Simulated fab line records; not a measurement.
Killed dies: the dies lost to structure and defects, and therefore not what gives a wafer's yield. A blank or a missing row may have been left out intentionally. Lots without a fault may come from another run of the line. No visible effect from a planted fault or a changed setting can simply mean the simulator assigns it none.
fab line records	flow n5-finfet
record: lots: 24	wafers: 72	last-day: 18
route steps=1938 shown BEOL_M15@1785 PASS1_DEP@1831 MIM_BOT_LITHO@1862
lots with no fault: from the same line, run without faults
start-h: the number of hours between the record's first day and the start of the first shown wafer of the lot	wait-h: hours since the lot's step before	" unchanged from the row above	L1.1+2: several wafers, shown together as one row	- either no value or no given start	* or withheld: withheld	< > ~ a bound
route shown NAME@n: names a module that has steps shown in the file, with the first one's number in the route	usual: mean and standard deviation over wafers with no fault	same: alike in all rows	chamber/n: place in a boat	sites: the reading at each site	_std_site: how widely they spread, as a standard deviation	_edge_site: mean of outer sites minus mean of inner sites	radius-mm: for every site, how far away it sits from the centre of the wafer	mask NAME#n: copy n	behind: the last tool/chamber to shape the wafer	hold: reason for holding the lot/hours on hold/outcome of the hold	device: the transistor (n, p or np) that didn't switch	end of line: tests run on the same wafers once the route is complete	step lacking rows: just its recipe	killed: the dies lost at the first sort to structure and to defects; this is not the yield of the wafer	map: dies across one wafer; x = killed, . = not, _ = none there
set.NAME: the setting the step ran with; set.NAME@STEP: the setting that earlier step ran with	model.NAME: the simulator's own value behind a step, which no gauge read
route steps across a sampled set of lots; one table per step, one row per wafer
services: the hour from which a tool's chamber was out of use, counted from the record's first day as start-h (under 0 if before that day), plus the number of hours and why
== steps ==
step: N5_BEOL_M15_INSPECT_12
recipe: mode: adi	inspect-instrument: macro
usual: raw-defect-count: 2.3/1.6
lot.wafer	tool	chamber	start-h	wait-h	raw-defect-count
L074.3	defect-inspect-01	-	259.48	0.0	5
L074.4	"	-	"	"	4
L074.6	"	-	"	"	2
L076.1	defect-inspect-02	-	272.29	0.0	1
L076.4	"	-	"	"	3
L076.6	"	-	"	"	1
L075.1	defect-inspect-02	-	275.30	0.0	4
L075.3	"	-	"	"	4
L075.5	"	-	"	"	5
L077.3	defect-inspect-02	-	292.05	0.0	1
L077.4	"	-	"	"	4
L077.6	"	-	"	"	1
L078.2	defect-inspect-02	-	297.32	0.0	4
L078.3	"	-	"	"	7
L078.6	"	-	"	"	2
L079.1	defect-inspect-02	-	301.21	0.0	2
L079.4	"	-	"	"	1
L079.6	"	-	"	"	1
L080.4	defect-inspect-02	-	302.68	0.0	2
L080.5	"	-	"	"	2
L080.6	"	-	"	"	1
L082.2	defect-inspect-01	-	314.29	0.0	3
L082.4	"	-	"	"	2
L082.5	"	-	"	"	0
L081.3	defect-inspect-01	-	315.05	0.0	1
L081.5	"	-	"	"	2
L081.6	"	-	"	"	1
L083.1	defect-inspect-01	-	316.70	0.0	0
L083.4	"	-	"	"	5
L083.6	"	-	"	"	5
L084.1	defect-inspect-01	-	317.44	0.0	1
L084.4	"	-	"	"	1
L084.6	"	-	"	"	2
L085.1	defect-inspect-02	-	330.09	0.0	2
L085.2	"	-	"	"	4
L085.3	"	-	"	"	2
L087.1	defect-inspect-01	-	333.23	0.0	3
L087.3	"	-	"	"	2
L087.5	"	-	"	"	1
L086.2	defect-inspect-01	-	340.00	0.0	3
L086.3	"	-	"	"	1
L086.4	"	-	"	"	3
L089.1	defect-inspect-01	-	353.39	0.0	0
L089.5	"	-	"	"	1
L089.6	"	-	"	"	3
L088.1	defect-inspect-01	-	353.92	0.0	2
L088.4	"	-	"	"	1
L088.5	"	-	"	"	0
L090.1	defect-inspect-01	-	354.17	0.0	4
L090.3	"	-	"	"	2
L090.6	"	-	"	"	4
L092.1	defect-inspect-02	-	369.18	0.0	2
L092.2	"	-	"	"	2
L092.3	"	-	"	"	0
L093.1	defect-inspect-01	-	373.65	0.0	2
L093.3	"	-	"	"	4
L093.4	"	-	"	"	1
L091.1	defect-inspect-01	-	386.08	0.0	2
L091.2	"	-	"	"	3
L091.4	"	-	"	"	3
L096.3	defect-inspect-02	-	389.12	0.0	2
L096.5	"	-	"	"	3
L096.6	"	-	"	"	7
L094.3	defect-inspect-02	-	390.19	0.0	1
L094.4	"	-	"	"	4
L094.6	"	-	"	"	1
L095.2	defect-inspect-02	-	394.63	0.0	4
L095.5	"	-	"	"	5
L095.6	"	-	"	"	3
L097.2	defect-inspect-02	-	406.44	0.0	1
L097.3	"	-	"	"	4
L097.5	"	-	"	"	3
step: N5_BEOL_M15_STRIP_62
recipe: chemistry: O2	power-w: 600	temp-c: 60	pressure-mtorr: 30	rf-frequency-hz: 6e+07	bias-power-w: 0	overash-fraction: 0.3	o2-flow-sccm: 225
usual: chamber-pressure-mTorr: 29.999/0.028	drypump-motor-current-A: 5.6/0.45	oes-product-au: 0.81/0.086	rf-vpp-V: 3.6/0.47	showerhead-plenum-p-Torr: 2.11/0.077	throttle-valve-pct: 16.75/0.2
lot.wafer	tool	chamber	start-h	wait-h	chamber-pressure-mTorr	drypump-motor-current-A	oes-product-au	rf-hours-counter-h	rf-vpp-V	showerhead-plenum-p-Torr	throttle-valve-pct
L074.3	rie-diel-03	1	-	-	29.979	5.4	0.87	41	3.1	2.23	16.77
L074.4	"	3	"	"	30.070	6.4	0.86	70	3.7	2.14	16.89
L074.6	"	2	"	"	29.996	5.3	0.88	-	3.3	2.06	16.29
L076.1	rie-diel-04	0	-	-	30.005	5.9	0.71	217	3.3	2.09	17.08
L076.4	"	3	"	"	30.005	5.1	0.83	72	3.2	2.06	16.74
L076.6	"	1	"	"	30.016	5.2	0.69	-	4.0	2.06	16.73
L075.1	rie-diel-03	1	-	-	30.023	5.4	0.85	47	4.5	2.23	16.76
L075.3	"	2	"	"	29.993	5.3	0.86	29	3.6	2.06	16.30
L075.5	"	1	"	"	30.024	5.4	0.84	-	3.5	2.23	16.77
L077.3	rie-diel-03	3	-	-	30.004	6.3	0.85	78	3.9	2.13	16.90
L077.4	"	0	"	"	30.005	5.1	0.70	227	3.7	2.06	16.79
L077.6	"	0	"	"	30.030	5.1	0.70	-	3.0	2.06	16.78
L078.2	rie-diel-04	2	-	-	30.023	5.7	0.96	12	2.9	2.25	16.80
L078.3	"	1	"	"	30.000	5.2	0.68	244	4.3	2.06	16.74
L078.6	"	1	"	"	29.968	5.2	0.69	-	3.8	2.06	16.74
L079.1	rie-diel-03	3	-	-	30.036	6.3	0.84	83	4.4	2.13	16.92
L079.4	"	3	"	"	29.992	6.4	0.84	-	3.7	2.13	16.89
L079.6	"	0	"	"	30.022	5.1	0.70	-	3.4	2.06	16.82
L080.4	rie-diel-04	1	-	-	29.977	5.2	0.68	246	3.0	2.06	16.75
L080.5	"	0	"	"	29.987	5.9	0.70	-	3.8	2.08	17.10
L080.6	"	1	"	"	29.959	5.3	0.69	-	3.1	2.06	16.73
L082.2	rie-diel-03	1	-	-	29.991	5.3	0.83	62	3.8	2.23	16.79
L082.4	"	1	"	"	29.986	5.4	0.82	-	4.7	2.23	16.80
L082.5	"	3	"	"	30.045	6.4	0.84	-	3.0	2.13	16.91
L081.3	rie-diel-06	0	-	-	29.960	5.2	0.78	120	3.2	2.01	16.53
L081.5	"	3	"	"	29.987	6.2	0.82	-	3.9	2.11	16.53
L081.6	"	0	"	"	30.006	5.2	0.77	-	3.1	2.01	16.53
L083.1	rie-diel-03	1	-	-	30.018	5.4	0.83	64	4.3	2.23	16.81
L083.4	"	3	"	"	30.044	6.4	0.83	-	3.7	2.13	16.93
L083.6	"	1	"	"	29.999	5.4	0.82	-	3.2	2.23	16.80
L084.1	rie-diel-06	0	-	-	30.020	5.2	0.77	121	4.2	2.01	16.54
L084.4	"	2	"	"	30.009	6.0	0.92	10	3.2	2.05	16.52
L084.6	"	3	"	"	30.027	6.2	0.81	-	4.1	2.11	16.55
L085.1	rie-diel-03	1	-	-	29.975	5.4	0.83	67	3.7	2.22	16.80
L085.2	"	3	"	"	29.946	6.4	0.83	95	3.4	2.13	16.92
L085.3	"	0	"	"	29.938	5.1	0.70	241	3.8	2.06	16.83
L087.1	rie-diel-04	3	-	-	29.963	5.1	0.81	91	3.9	2.05	16.77
L087.3	"	0	"	"	29.982	5.9	0.69	237	4.3	2.08	17.12
L087.5	"	3	"	"	30.014	5.2	0.80	-	3.1	2.05	16.77
L086.2	rie-diel-03	3	-	-	30.004	6.3	0.82	101	3.3	2.13	16.93
L086.3	"	1	"	"	29.972	5.4	0.82	73	4.1	2.22	16.81
L086.4	"	1	"	"	29.974	5.4	0.82	-	4.2	2.22	16.83
L089.1	rie-diel-06	3	-	-	29.955	6.2	0.82	91	4.2	2.11	16.55
L089.5	"	0	"	"	29.916	5.2	0.76	-	4.2	2.01	16.55
L089.6	"	3	"	"	29.990	6.2	0.82	-	4.9	2.11	16.53
L088.1	rie-diel-06	2	-	-	30.006	6.0	0.92	16	3.6	2.05	16.51
L088.4	"	3	"	"	30.000	6.1	0.81	91	4.3	2.11	16.55
L088.5	"	2	"	"	30.029	6.0	0.92	-	2.8	2.05	16.54
L090.1	rie-diel-03	1	-	-	29.989	5.4	0.82	81	4.0	2.22	16.83
L090.3	"	0	"	"	29.977	5.1	0.70	254	3.6	2.05	16.84
L090.6	"	1	"	"	30.027	5.4	0.82	-	3.6	2.22	16.84
L092.1	rie-diel-04	3	-	-	30.007	5.2	0.80	107	3.9	2.04	16.79
L092.2	"	2	"	"	29.999	5.7	0.88	41	3.1	2.24	16.85
L092.3	"	1	"	"	29.993	5.3	0.99	2	3.4	2.06	16.28
L093.1	rie-diel-04	3	-	-	30.006	5.1	0.79	109	4.0	2.04	16.79
L093.3	"	1	"	"	29.997	5.2	0.98	5	3.7	2.05	16.31
L093.4	"	2	"	"	30.020	5.7	0.88	-	3.6	2.24	16.85
L091.1	rie-diel-06	1	-	-	30.010	5.7	0.71	240	2.9	2.06	16.98
L091.2	"	2	"	"	29.973	6.0	0.90	26	2.9	2.04	16.57
L091.4	"	3	"	"	30.002	6.2	0.81	101	3.3	2.10	16.57
L096.3	rie-diel-04	1	-	-	29.994	5.2	0.95	10	4.3	2.05	16.32
L096.5	"	0	"	"	29.987	5.9	0.98	-	3.5	2.07	16.71
L096.6	"	1	"	"	30.002	5.3	0.94	-	3.2	2.05	16.31
L094.3	rie-diel-03	3	-	-	30.020	6.4	0.79	123	3.2	2.12	16.98
L094.4	"	3	"	"	30.032	6.4	0.79	-	3.3	2.12	16.99
L094.6	"	0	"	"	29.977	5.1	0.67	-	4.1	2.05	16.85
L095.2	rie-diel-04	0	-	-	29.995	5.9	0.97	6	3.0	2.07	16.70
L095.5	"	3	"	"	29.930	5.2	0.79	-	3.3	2.04	16.81
L095.6	"	0	"	"	29.992	5.9	0.96	-	2.9	2.07	16.71
L097.2	rie-diel-06	2	-	-	29.966	6.1	0.89	31	4.5	2.04	16.57
L097.3	"	3	"	"	30.039	6.2	0.79	106	3.8	2.10	16.56
L097.5	"	3	"	"	30.004	6.2	0.79	-	3.7	2.10	16.56
step: N5_BEOL_M15_SPUTTER_45
recipe: material: Cu	target-thk-a: 1000	temp-c: -20	bias-v: 60	power-w: 26000	chamber-pressure-pa: 0.13	time-s: 16.67
usual: throttle-valve-pct: 29.6/0.92
same: time-s: 16.67
lot.wafer	tool	chamber	start-h	wait-h	throttle-valve-pct
L074.3	pvd-sputter-01	-	263.47	0.0	30.2
L074.4	"	-	"	"	30.4
L074.6	"	-	"	"	30.0
L076.1	pvd-sputter-03	-	276.89	0.0	31.0
L076.4	"	-	"	"	30.3
L076.6	"	-	"	"	28.5
L075.1	pvd-sputter-03	-	285.05	0.0	29.0
L075.3	"	-	"	"	30.5
L075.5	"	-	"	"	30.4
L077.3	pvd-sputter-01	-	296.47	0.0	30.5
L077.4	"	-	"	"	28.7
L077.6	"	-	"	"	30.3
L078.2	pvd-sputter-01	-	300.77	0.0	28.8
L078.3	"	-	"	"	30.0
L078.6	"	-	"	"	30.3
L079.1	pvd-sputter-03	-	307.66	0.0	28.4
L079.4	"	-	"	"	29.3
L079.6	"	-	"	"	28.3
L080.4	pvd-sputter-01	-	308.19	0.0	28.1
L080.5	"	-	"	"	28.2
L080.6	"	-	"	"	30.2
L082.2	pvd-sputter-02	-	321.49	0.0	30.2
L082.4	"	-	"	"	29.6
L082.5	"	-	"	"	30.3
L081.3	pvd-sputter-02	-	321.81	0.0	29.9
L081.5	"	-	"	"	29.9
L081.6	"	-	"	"	30.1
L083.1	pvd-sputter-01	-	324.24	0.0	29.8
L083.4	"	-	"	"	28.8
L083.6	"	-	"	"	28.7
L084.1	pvd-sputter-02	-	324.51	0.0	30.4
L084.4	"	-	"	"	30.0
L084.6	"	-	"	"	29.7
L085.1	pvd-sputter-03	-	333.19	0.0	28.4
L085.2	"	-	"	"	31.2
L085.3	"	-	"	"	30.4
L087.1	pvd-sputter-01	-	338.07	0.0	30.1
L087.3	"	-	"	"	28.9
L087.5	"	-	"	"	30.5
L086.2	pvd-sputter-01	-	346.19	0.0	30.5
L086.3	"	-	"	"	30.2
L086.4	"	-	"	"	28.5
L089.1	pvd-sputter-01	-	357.68	0.0	27.8
L089.5	"	-	"	"	28.6
L089.6	"	-	"	"	28.5
L088.1	pvd-sputter-02	-	358.11	0.0	30.7
L088.4	"	-	"	"	29.9
L088.5	"	-	"	"	30.0
L090.1	pvd-sputter-03	-	358.15	0.0	30.4
L090.3	"	-	"	"	30.9
L090.6	"	-	"	"	30.9
L092.1	pvd-sputter-01	-	371.98	0.0	30.4
L092.2	"	-	"	"	28.8
L092.3	"	-	"	"	30.0
L093.1	pvd-sputter-01	-	377.63	0.0	29.8
L093.3	"	-	"	"	28.9
L093.4	"	-	"	"	28.4
L091.1	pvd-sputter-01	-	391.45	0.0	28.5
L091.2	"	-	"	"	28.7
L091.4	"	-	"	"	30.1
L096.3	pvd-sputter-01	-	393.44	0.0	28.3
L096.5	"	-	"	"	28.8
L096.6	"	-	"	"	28.0
L094.3	pvd-sputter-02	-	397.35	0.0	29.9
L094.4	"	-	"	"	30.6
L094.6	"	-	"	"	29.9
L095.2	pvd-sputter-03	-	397.70	0.0	28.3
L095.5	"	-	"	"	28.6
L095.6	"	-	"	"	30.5
L097.2	pvd-sputter-02	-	409.41	0.0	29.7
L097.3	"	-	"	"	30.4
L097.5	"	-	"	"	30.9
step: N5_PASSIVATION_PECVD_00
recipe: material: SiO2	target-thk-a: 2000	temp-c: 400	precursor: SiH4/N2O	pressure-torr: 2.7	rf-w: 608	time-s: 11.2
usual: heater-power-w: 646/120	showerhead-plenum-p-Torr: 8.15/0.11	throttle-valve-pct: 52/5.3
same: time-s: 11.2
lot.wafer	tool	chamber	start-h	wait-h	heater-power-w	showerhead-plenum-p-Torr	throttle-valve-pct
L074.3	pecvd-03	2	265.65	0.5	751	8.06	47
L074.4	"	0	"	"	686	8.09	64
L074.6	"	2	"	"	776	8.07	47
L076.1	pecvd-03	2	279.59	0.8	728	8.07	47
L076.4	"	2	"	"	728	8.08	47
L076.6	"	1	"	"	577	7.96	53
L075.1	pecvd-01	2	288.46	0.8	586	8.12	53
L075.3	"	1	"	"	481	8.24	52
L075.5	"	0	"	"	907	8.10	52
L077.3	pecvd-02	2	298.86	0.5	788	8.22	48
L077.4	"	1	"	"	686	8.23	50
L077.6	"	2	"	"	835	8.23	48
L078.2	pecvd-03	0	303.12	0.7	711	8.11	64
L078.3	"	2	"	"	700	8.08	47
L078.6	"	0	"	"	742	8.13	64
L079.1	pecvd-03	0	309.76	0.8	653	8.10	64
L079.4	"	2	"	"	709	8.06	47
L079.6	"	0	"	"	663	8.13	64
L080.4	pecvd-02	1	310.71	0.4	680	8.20	50
L080.5	"	0	"	"	516	8.33	48
L080.6	"	2	"	"	814	8.22	49
L082.2	pecvd-02	0	324.80	0.7	482	8.35	48
L082.4	"	2	"	"	807	8.25	49
L082.5	"	1	"	"	732	8.20	50
L081.3	pecvd-02	0	325.74	0.5	464	8.33	48
L081.5	"	0	"	"	474	8.33	48
L081.6	"	1	"	"	686	8.21	50
L083.1	pecvd-01	2	326.66	0.8	598	8.12	53
L083.4	"	2	"	"	583	8.13	54
L083.6	"	1	"	"	440	8.26	51
L084.1	pecvd-03	0	327.59	0.8	647	8.10	64
L084.4	"	2	"	"	769	8.06	47
L084.6	"	0	"	"	689	8.11	64
L085.1	pecvd-02	1	335.31	0.8	728	8.19	50
L085.2	"	0	"	"	440	8.35	48
L085.3	"	2	"	"	777	8.24	49
L087.1	pecvd-01	0	340.17	0.8	841	8.10	51
L087.3	"	1	"	"	502	8.26	51
L087.5	"	2	"	"	592	8.10	54
L086.2	pecvd-02	0	348.54	0.7	513	8.34	47
L086.3	"	2	"	"	723	8.24	49
L086.4	"	2	"	"	731	8.22	49
L089.1	pecvd-01	1	359.91	0.8	463	8.24	51
L089.5	"	0	"	"	835	8.12	52
L089.6	"	1	"	"	466	8.27	51
L088.1	pecvd-01	1	360.57	0.8	494	8.25	51
L088.4	"	2	"	"	492	8.10	54
L088.5	"	1	"	"	377	8.24	51
L090.1	pecvd-02	2	360.84	0.8	748	8.25	49
L090.3	"	0	"	"	510	8.35	48
L090.6	"	0	"	"	519	8.36	48
L092.1	pecvd-02	2	374.28	0.8	688	8.23	49
L092.2	"	1	"	"	751	8.21	50
L092.3	"	0	"	"	476	8.32	47
L093.1	pecvd-03	2	379.74	0.8	741	8.08	47
L093.3	"	1	"	"	537	7.96	54
L093.4	"	2	"	"	759	8.09	47
L091.1	pecvd-03	0	393.55	0.8	627	8.10	64
L091.2	"	2	"	"	694	8.07	47
L091.4	"	1	"	"	453	7.95	54
L096.3	pecvd-03	0	396.20	0.5	717	8.09	63
L096.5	"	0	"	"	702	8.10	64
L096.6	"	1	"	"	555	7.93	53
L094.3	pecvd-02	0	399.45	0.5	488	8.35	47
L094.4	"	2	"	"	807	8.24	49
L094.6	"	1	"	"	666	8.20	50
L095.2	pecvd-03	1	399.91	0.7	518	7.95	53
L095.5	"	1	"	"	535	7.93	53
L095.6	"	0	"	"	634	8.11	63
L097.2	pecvd-01	2	411.51	0.7	574	8.11	54
L097.3	"	0	"	"	797	8.11	51
L097.5	"	0	"	"	826	8.10	52
step: N5_MIM_BOT_LITHO_CD_MEAS_08
recipe: target-cd-nm: 3000	landing-energy-ev: 500	detector: se-inlens	polarity: opening
usual: cd-nm: 3000.6/2.8
lot.wafer	tool	chamber	start-h	wait-h	cd-nm
L074.3	cd-sem-02	0	269.37	-	2999.4
L074.4	"	0	"	"	3000.8
L074.6	"	0	"	"	3001.8
L076.1	cd-sem-01	0	284.07	-	3001.4
L076.4	"	0	"	"	3004.0
L076.6	"	0	"	"	3002.7
L075.1	cd-sem-01	0	291.86	-	2999.2
L075.3	"	0	"	"	3001.2
L075.5	"	0	"	"	3001.4
L077.3	cd-sem-02	0	302.16	-	2996.5
L077.4	"	0	"	"	3002.6
L077.6	"	0	"	"	2999.2
L078.2	cd-sem-01	0	306.73	-	3002.1
L078.3	"	0	"	"	3001.0
L078.6	"	0	"	"	3002.7
L079.1	cd-sem-03	0	313.45	-	3000.1
L079.4	"	0	"	"	3001.1
L079.6	"	0	"	"	2995.5
L080.4	cd-sem-03	0	314.57	-	3000.8
L080.5	"	0	"	"	2999.8
L080.6	"	0	"	"	2999.9
L082.2	cd-sem-02	0	328.79	-	3003.3
L082.4	"	0	"	"	3003.6
L082.5	"	0	"	"	3001.9
L081.3	cd-sem-01	0	329.48	-	3003.3
L081.5	"	0	"	"	3003.5
L081.6	"	0	"	"	3003.5
L083.1	cd-sem-02	0	329.81	-	2999.7
L083.4	"	0	"	"	3001.9
L083.6	"	0	"	"	3000.7
L084.1	cd-sem-01	0	332.21	-	3002.4
L084.4	"	0	"	"	2998.7
L084.6	"	0	"	"	2999.7
L085.1	cd-sem-01	0	339.54	-	2998.3
L085.2	"	0	"	"	2998.6
L085.3	"	0	"	"	3000.4
L087.1	cd-sem-01	0	343.41	-	2996.8
L087.3	"	0	"	"	2997.4
L087.5	"	0	"	"	2999.2
L086.2	cd-sem-02	0	352.68	-	3003.5
L086.3	"	0	"	"	3003.4
L086.4	"	0	"	"	3003.2
L089.1	cd-sem-01	0	365.17	-	3001.6
L089.5	"	0	"	"	3003.8
L089.6	"	0	"	"	3002.3
L088.1	cd-sem-02	0	365.48	-	3002.7
L088.4	"	0	"	"	3003.0
L088.5	"	0	"	"	3002.6
L090.1	cd-sem-01	0	365.82	-	3005.1
L090.3	"	0	"	"	3003.0
L090.6	"	0	"	"	3003.5
L092.1	cd-sem-02	0	378.26	-	2996.5
L092.2	"	0	"	"	3003.8
L092.3	"	0	"	"	2998.9
L093.1	cd-sem-03	0	383.18	-	2993.0
L093.3	"	0	"	"	3000.4
L093.4	"	0	"	"	2996.5
L091.1	cd-sem-03	0	398.54	-	2999.5
L091.2	"	0	"	"	3001.6
L091.4	"	0	"	"	2997.8
L096.3	cd-sem-03	0	399.00	-	2999.2
L096.5	"	0	"	"	2995.6
L096.6	"	0	"	"	2998.1
L094.3	cd-sem-03	0	404.98	-	3002.5
L094.4	"	0	"	"	3003.1
L094.6	"	0	"	"	3002.9
L095.2	cd-sem-02	0	405.45	-	2998.8
L095.5	"	0	"	"	2998.4
L095.6	"	0	"	"	2993.6
L097.2	cd-sem-03	0	414.52	-	3000.7
L097.3	"	0	"	"	3004.3
L097.5	"	0	"	"	3002.2
step: N5_MIM_BOT_LITHO_INSPECT_12
recipe: mode: adi	inspect-instrument: macro
usual: raw-defect-count: 2.3/1.6
lot.wafer	tool	chamber	start-h	wait-h	raw-defect-count
L074.3	defect-inspect-02	-	269.43	0.0	3
L074.4	"	-	"	"	1
L074.6	"	-	"	"	3
L076.1	defect-inspect-02	-	284.12	0.0	4
L076.4	"	-	"	"	3
L076.6	"	-	"	"	2
L075.1	defect-inspect-02	-	291.91	0.0	2
L075.3	"	-	"	"	1
L075.5	"	-	"	"	2
L077.3	defect-inspect-01	-	302.21	0.0	0
L077.4	"	-	"	"	1
L077.6	"	-	"	"	4
L078.2	defect-inspect-02	-	306.79	0.0	2
L078.3	"	-	"	"	3
L078.6	"	-	"	"	1
L079.1	defect-inspect-02	-	313.51	0.0	4
L079.4	"	-	"	"	4
L079.6	"	-	"	"	4
L080.4	defect-inspect-01	-	314.62	0.0	5
L080.5	"	-	"	"	5
L080.6	"	-	"	"	2
L082.2	defect-inspect-01	-	328.85	0.0	1
L082.4	"	-	"	"	7
L082.5	"	-	"	"	3
L081.3	defect-inspect-01	-	329.53	0.0	3
L081.5	"	-	"	"	2
L081.6	"	-	"	"	2
L083.1	defect-inspect-02	-	329.87	0.0	5
L083.4	"	-	"	"	2
L083.6	"	-	"	"	2
L084.1	defect-inspect-02	-	332.26	0.0	2
L084.4	"	-	"	"	1
L084.6	"	-	"	"	1
L085.1	defect-inspect-02	-	339.59	0.0	3
L085.2	"	-	"	"	2
L085.3	"	-	"	"	2
L087.1	defect-inspect-02	-	343.47	0.0	1
L087.3	"	-	"	"	3
L087.5	"	-	"	"	4
L086.2	defect-inspect-01	-	352.74	0.0	2
L086.3	"	-	"	"	0
L086.4	"	-	"	"	2
L089.1	defect-inspect-02	-	365.23	0.0	6
L089.5	"	-	"	"	3
L089.6	"	-	"	"	3
L088.1	defect-inspect-02	-	365.53	0.0	3
L088.4	"	-	"	"	2
L088.5	"	-	"	"	1
L090.1	defect-inspect-01	-	365.88	0.0	3
L090.3	"	-	"	"	7
L090.6	"	-	"	"	6
L092.1	defect-inspect-02	-	378.32	0.0	1
L092.2	"	-	"	"	1
L092.3	"	-	"	"	2
L093.1	defect-inspect-02	-	383.23	0.0	4
L093.3	"	-	"	"	4
L093.4	"	-	"	"	1
L091.1	defect-inspect-01	-	398.59	0.0	5
L091.2	"	-	"	"	4
L091.4	"	-	"	"	0
L096.3	defect-inspect-02	-	399.05	0.0	2
L096.5	"	-	"	"	2
L096.6	"	-	"	"	1
L094.3	defect-inspect-01	-	405.03	0.0	1
L094.4	"	-	"	"	1
L094.6	"	-	"	"	4
L095.2	defect-inspect-02	-	405.50	0.0	2
L095.5	"	-	"	"	1
L095.6	"	-	"	"	0
L097.2	defect-inspect-02	-	414.57	0.0	4
L097.3	"	-	"	"	2
L097.5	"	-	"	"	0
== services ==
tool	chamber	start-h	hours	kind
rie-diel-03	-	239.00	15.6	pm
pecvd-02	2	240.59	5.5	scheduled-down
pecvd-03	-	242.55	1.7	repair
pecvd-03	-	247.71	5.3	repair
rie-diel-04	2	254.55	-	clean
rie-diel-04	2	254.55	-	consumable-replace:focus-ring
rie-diel-04	2	254.55	-	consumable-replace:showerhead
rie-diel-04	2	254.55	11.3	scheduled-down
rie-diel-04	2	254.55	11.3	vent-cycle
pecvd-01	-	259.73	2.9	repair
rie-diel-06	0	267.66	4.5	repair
rie-diel-04	3	278.44	4.5	repair
rie-diel-03	2	296.51	115.9	repair
rie-diel-04	3	296.85	3.5	repair
pecvd-03	1	300.78	2.8	repair
pecvd-03	1	322.46	12.9	repair
rie-diel-04	1	334.75	7.2	repair
rie-diel-06	-	340.42	15.6	pm
pvd-sputter-01	-	363.48	2.4	repair
pecvd-02	0	375.15	2.1	scheduled-down
rie-diel-03	1	389.65	1.9	repair
pecvd-03	2	394.70	5.5	scheduled-down
pecvd-03	2	405.00	16.5	scheduled-down
pecvd-01	-	409.65	1.6	repair
== key ==
fault none
